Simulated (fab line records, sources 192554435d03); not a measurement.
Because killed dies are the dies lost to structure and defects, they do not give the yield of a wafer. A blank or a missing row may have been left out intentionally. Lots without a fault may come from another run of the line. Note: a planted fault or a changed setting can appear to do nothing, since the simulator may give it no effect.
Chamber matching -- flow n5_finfet -- pecvd-02 running N5_PMOS_HMC_CHANNEL_EPI_HM_DEP_34: 3 sister chambers
The step deposits SiO2 from TEOS/O2, target thk 36 nm, time 6.9 s. 3 wafers are shown with their chamber, then 8 later ones without.

EACH WAFER AND ITS CHAMBER
wafer,chamber,throttle_valve_pct (%)
L295.4,0,20.2
L295.6,2,17.3
L296.1,1,19.5

WAFERS WITHOUT THEIR CHAMBER
wafer,throttle_valve_pct (%)
L296.2,20.6
L296.5,19.4
L298.2,19.5
L298.4,20.6
L298.5,17.3
L300.1,17.4
L300.2,20.4
L300.3,19.5

WHICH CHAMBER EACH WENT THROUGH
wafer,from the rows above,in truth
L296.2,0,0
L296.5,1,1
L298.2,1,1
L298.4,0,0
L298.5,2,2
L300.1,2,2
L300.2,0,0
L300.3,1,1
8 of 8 placed correctly. From these rows, 0 cannot be placed. Placed wrongly: 0.
How it was worked out, from the rows above alone: a wafer's distance from a chamber is the root of the sum, over the readings, of the square of ((its reading less the chamber's mean) divided by the reading's scatter). If the next closest chamber is less than 2 further off than the closest, the wafer can't be placed; otherwise it belongs to the closest. The mean given for a chamber averages the wafers shown for that chamber. The scatter (one wafer shown for each chamber): square how far every hidden wafer sits from the nearest shown wafer, average those squares and take the square root.
